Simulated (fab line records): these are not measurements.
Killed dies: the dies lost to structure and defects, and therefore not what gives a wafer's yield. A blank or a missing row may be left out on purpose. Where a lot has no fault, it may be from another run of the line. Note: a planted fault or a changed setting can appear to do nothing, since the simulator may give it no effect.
Split-lot experiment + flow n5-finfet + route with 1938 steps; 7 lots, 39 wafers read

## THE SPLIT
At N5_MOL_CONTACT_COAG_SPUTTER_130 (material Co, target thk 47.5 nm), the setting target-thk-a was moved away from the recipe's 475 angstrom on 9 of the 39 wafers read, by -11.7% to +13.9%. This setting was run at the recipe's value on the other wafers.

The split's own step is where the reading is taken.

## THE READING
Co_of_MOL_CONTACT_COAG_SPUTTER_130.thk-nm (the simulator's own value, which no gauge read), in nm, at N5_MOL_CONTACT_COAG_SPUTTER_130 (material Co, target thk 47.5 nm). The file does not state a usual value for it. Across the 30 wafers here that went through the recipe, the average is 47.2 nm and the standard deviation 0.36 nm.

| wafer  | tool, chamber at the split | target-thk-a as run, angstrom | against the recipe | Co_of_MOL_CONTACT_COAG_SPUTTER_130.thk-nm, nm | against lot-mates on the recipe |
|--------|----------------------------|-------------------------------|--------------------|-----------------------------------------------|---------------------------------|
| L074.1 | pvd-sputter-03, -          | 475                           | recipe             | 47                                            | -                               |
| L074.4 | pvd-sputter-03, -          | 475                           | recipe             | 47                                            | -                               |
| L074.5 | pvd-sputter-03, -          | 475                           | recipe             | 47                                            | -                               |
| L074.2 | pvd-sputter-03, -          | 475                           | recipe             | 47.6                                          | -                               |
| L074.3 | pvd-sputter-03, -          | 475                           | recipe             | 46.8                                          | -                               |
| L074.6 | pvd-sputter-03, -          | 475                           | recipe             | 46.8                                          | -                               |
| L079.1 | pvd-sputter-01, -          | 475                           | recipe             | 47.2                                          | -                               |
| L079.2 | pvd-sputter-01, -          | 475                           | recipe             | 46.6                                          | -                               |
| L079.4 | pvd-sputter-01, -          | 475                           | recipe             | 47.4                                          | -                               |
| L080.1 | pvd-sputter-02, -          | 475                           | recipe             | 47.4                                          | -                               |
| L080.2 | pvd-sputter-02, -          | 475                           | recipe             | 47.6                                          | -                               |
| L080.3 | pvd-sputter-02, -          | 475                           | recipe             | 47.8                                          | -                               |
| L080.4 | pvd-sputter-02, -          | 438.8                         | -7.6%              | 43.8                                          | -3.8                            |
| L080.5 | pvd-sputter-02, -          | 438.8                         | -7.6%              | 44.2                                          | -3.4                            |
| L080.6 | pvd-sputter-02, -          | 438.8                         | -7.6%              | 44                                            | -3.6                            |
| L087.1 | pvd-sputter-02, -          | 475                           | recipe             | 47.4                                          | -                               |
| L087.2 | pvd-sputter-02, -          | 475                           | recipe             | 47.4                                          | -                               |
| L087.6 | pvd-sputter-02, -          | 475                           | recipe             | 47.4                                          | -                               |
| L087.3 | pvd-sputter-02, -          | 475                           | recipe             | 47.6                                          | -                               |
| L087.4 | pvd-sputter-02, -          | 475                           | recipe             | 46.6                                          | -                               |
| L087.5 | pvd-sputter-02, -          | 475                           | recipe             | 47.8                                          | -                               |
| L090.1 | pvd-sputter-03, -          | 475                           | recipe             | 46.8                                          | -                               |
| L090.3 | pvd-sputter-03, -          | 475                           | recipe             | 46.8                                          | -                               |
| L090.2 | pvd-sputter-03, -          | 419.5                         | -11.7%             | 42.2                                          | -4.5                            |
| L090.4 | pvd-sputter-03, -          | 475                           | recipe             | 46.6                                          | -                               |
| L090.5 | pvd-sputter-03, -          | 419.5                         | -11.7%             | 42                                            | -4.7                            |
| L090.6 | pvd-sputter-03, -          | 419.5                         | -11.7%             | 41.4                                          | -5.3                            |
| L092.1 | pvd-sputter-03, -          | 541.1                         | +13.9%             | 54.6                                          | +7.6                            |
| L092.2 | pvd-sputter-03, -          | 541.1                         | +13.9%             | 53.2                                          | +6.2                            |
| L092.3 | pvd-sputter-03, -          | 475                           | recipe             | 47                                            | -                               |
| L092.4 | pvd-sputter-03, -          | 475                           | recipe             | 47                                            | -                               |
| L092.5 | pvd-sputter-03, -          | 475                           | recipe             | 47                                            | -                               |
| L092.6 | pvd-sputter-03, -          | 541.1                         | +13.9%             | 54                                            | +7.0                            |
| L094.1 | pvd-sputter-01, -          | 475                           | recipe             | 47.2                                          | -                               |
| L094.2 | pvd-sputter-01, -          | 475                           | recipe             | 47.2                                          | -                               |
| L094.3 | pvd-sputter-01, -          | 475                           | recipe             | 46.8                                          | -                               |
| L094.4 | pvd-sputter-01, -          | 475                           | recipe             | 47.6                                          | -                               |
| L094.6 | pvd-sputter-01, -          | 475                           | recipe             | 47.6                                          | -                               |
| L094.5 | pvd-sputter-01, -          | 475                           | recipe             | 47.4                                          | -                               |

FIT RESULTS
A straight line over all 39 wafers: Co_of_MOL_CONTACT_COAG_SPUTTER_130.thk-nm changes by +0.465 nm for each +1% of target-thk-a; r = +0.99; the points scatter about the line by 0.4 nm.
The same after taking each lot's own level away (the mean of its wafers on the recipe; 39 wafers): +0.467 nm for each +1%; r = +0.99; scatter 0.37 nm.
According to that fit, moving target-thk-a by its largest amount changes the reading by 6.5 nm.
From 46.73 to 47.60 nm: that is the span of the lots' own levels, equal to 2.4 times the standard deviation above.
Consequently the slope shifts little with the lot-to-lot level, the two slopes agreeing.
Check: for one of the wafers moved furthest among these (+13.9%), held out of the fit, the line's prediction against its lot-mates is +6.31 nm. It came out at +7.6 nm against them.

## OTHER SPLITS ON THESE WAFERS
These wafers also went through other splits before the reading. Each is held against what the fit with the lots' levels taken away leaves over:
| other split on the same wafers     | wafers away from the commonest value | r with Co_of_MOL_CONTACT_COAG_SPUTTER_130.thk-nm (lot level and that fit taken away) |
|------------------------------------|--------------------------------------|--------------------------------------------------------------------------------------|
| N5_HKMG_FIN_ETCH_35 target-depth-a | 12                                   | -0.14                                                                                |
| N5_GATE_CUT_HM_DEP_46 target-thk-a | 18                                   | +0.25                                                                                |
| N5_GATE_CUT_ETCH_36 cf4-flow-sccm  | 12                                   | +0.24                                                                                |

## THE FILE'S OWN FIT
Co_of_MOL_CONTACT_COAG_SPUTTER_130.thk-nm changes by +0.466 nm for each +1% of target-thk-a, r = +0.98.
